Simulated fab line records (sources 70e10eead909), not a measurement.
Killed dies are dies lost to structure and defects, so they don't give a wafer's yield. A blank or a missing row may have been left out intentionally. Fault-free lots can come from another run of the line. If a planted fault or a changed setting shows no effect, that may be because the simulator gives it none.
Comparing a struck lot with a sound one | flow nandHarc | 40 out of 1159 route steps
Sound: these wafers, L846.3, L846.4, L846.6. Struck: wafers L839.2, L839.3, L839.5. Last of all comes the cause.
Each step with rows lists, per side, the tool, then ch with its chambers, then its first start. Under that, the readings that differ: sound wafers | struck wafers | difference of the means | sigmas: that difference in standard deviations of wafers without a fault.
alike: readings whose means differ by less than 2 such deviations, and words and numbers that are the same on both sides. not compared: withheld readings, readings that some wafer has no value for, bounds like >300 that may hide the same value, and numbers for which the record gives no deviation and whose values overlap.
Wherever a step has rows on one side only, a row that says differs or no value, or a row with sigmas, the two part there. Numbers that don't overlap but have no deviation are shown without sigmas and don't part them. A reading missing from all wafers of one side parts the sides only when that side holds two or more wafers.

first, 5 steps without rows for these wafers: NHARC_A_STAIRCASE_EBR_246; NHARC_A_STAIRCASE_EXPOSE_247 (exposes mask SDS 1); NHARC_A_STAIRCASE_PEB_248 (peb time 130 s); NHARC_A_STAIRCASE_DEVELOP_249 (time 140 s); NHARC_A_STAIRCASE_HARDBAKE_251 (time 140 s).
NHARC_A_STAIRCASE_DESCUM_252: chemistry O2, time 3 s.
  sound on rieDiel-10 ch 0,2,3, day 14 21:20; struck on rieDiel-10 ch 2,3, day 13 09:16
  alike: drypumpMotorCurrentA, oesProductAu, rfVppV, showerheadPlenumPTorr, throttleValvePct
  not compared: rfHoursCounterH
then, 5 steps without rows for these wafers: NHARC_A_STAIRCASE_ETCH_253 (etches the open film in C4F8/O2, target depth 50 nm, time 20.2 s); NHARC_A_STAIRCASE_STRIP_254 (strips in O2); NHARC_A_STAIRCASE_STRIP_255 (strips in SPM, time 900 s); NHARC_A_STAIRCASE_PRECLEAN_256 (cleans in SC1); NHARC_A_STAIRCASE_SRD_257.
NHARC_A_STAIRCASE_HM_DEP_456: deposits aC, target thk 1500 nm.
  sound on aclDep-02 ch 0, day 14 22:58; struck on aclDep-03 ch 0, day 13 14:29
  alike: throttleValvePct
then, 11 steps without rows for these wafers: NHARC_A_STAIRCASE_DEP_259 (deposits SiON, target thk 30 nm); NHARC_A_STAIRCASE_DEHYDRATE_281 (time 120 s); NHARC_A_STAIRCASE_HMDS_282 (time 30 s); NHARC_A_STAIRCASE_COAT_283; NHARC_A_STAIRCASE_SOFTBAKE_284 (time 170 s); NHARC_A_STAIRCASE_EBR_285; NHARC_A_STAIRCASE_EXPOSE_286 (exposes mask CHOP 100); NHARC_A_STAIRCASE_PEB_287 (peb time 130 s); NHARC_A_STAIRCASE_DEVELOP_288 (time 140 s); NHARC_A_STAIRCASE_HARDBAKE_290 (time 140 s); NHARC_A_STAIRCASE_DESCUM_291 (chemistry O2, time 3 s).
NHARC_A_STAIRCASE_ETCH_292: etches the open film in CF4/CHF3.
  sound on rieDiel-09 ch 1,3, day 15 01:09; struck on rieDiel-09 ch 0,2, day 13 17:08
  alike: drypumpMotorCurrentA, oesProductAu, rfVppV, showerheadPlenumPTorr, throttleValvePct
  not compared: rfHoursCounterH
NHARC_A_STAIRCASE_HM_OPEN_460: chemistry O2/COS.
  sound: rieDiel-09 ch 0,2; struck: rieDiel-09 ch 0,1,2
  alike: drypumpMotorCurrentA, oesProductAu, rfVppV, showerheadPlenumPTorr, throttleValvePct
  not compared: rfHoursCounterH
then, 7 steps without rows for these wafers: NHARC_A_STAIRCASE_STRIP_461 (strips in O2/COS); NHARC_A_STAIRCASE_ETCH_452 (etches the open film in CF4/O2, target depth 30 nm, overetch 3 nm, time 16.5 s); NHARC_A_STAIRCASE_ETCH_294 (etches the open film in C4F8/O2/Ar, target depth 4992 nm, time 1212.4 s); NHARC_A_STAIRCASE_STRIP_295 (strips in O2); NHARC_A_STAIRCASE_STRIP_296 (strips in SPM, time 900 s); NHARC_A_STAIRCASE_PRECLEAN_297 (cleans in SC1); NHARC_A_STAIRCASE_SRD_298.
NHARC_A_STAIRCASE_HM_DEP_462: deposits aC, target thk 800 nm.
  sound on aclDep-01 ch 0, day 15 03:55; struck on aclDep-02 ch 0, day 13 23:07
  alike: throttleValvePct
NHARC_A_STAIRCASE_DEP_301: deposits SiON, target thk 30 nm.
  sound on pecvd-04 ch 0,1, day 15 05:11; struck on pecvd-01 ch 1,2, day 14 00:41
  alike: heaterPowerW
then, 5 steps without rows for these wafers: NHARC_A_STAIRCASE_DEHYDRATE_302 (time 120 s); NHARC_A_STAIRCASE_HMDS_303 (time 30 s); NHARC_A_STAIRCASE_COAT_304; NHARC_A_STAIRCASE_SOFTBAKE_305 (time 170 s); NHARC_A_STAIRCASE_EBR_306.
-- break in the record here, with 8 days between the starts of the struck wafers on either side (left off in module A_STAIRCASE, picked up again in module END, where the first step shown is number 1159 on the route) --
NHARC_END_SORT_01:
  sound on prober-02 ch 0, day 23 11:15; struck on prober-02 ch 0, day 21 22:37
reading       | sound    | struck      | difference | sigmas
killedAtArray | 18 17 22 | 120 122 143 | +109       | +14
killedDies    | 19 23 25 | 126 126 145 | +110       | +12
  alike: killedAtOther, killedAtPeriphery, killedOpen, killedShort

== WHERE THEY PART ==
Only at NHARC_END_SORT_01, within this record.

WHY: what had been put in by the simulator
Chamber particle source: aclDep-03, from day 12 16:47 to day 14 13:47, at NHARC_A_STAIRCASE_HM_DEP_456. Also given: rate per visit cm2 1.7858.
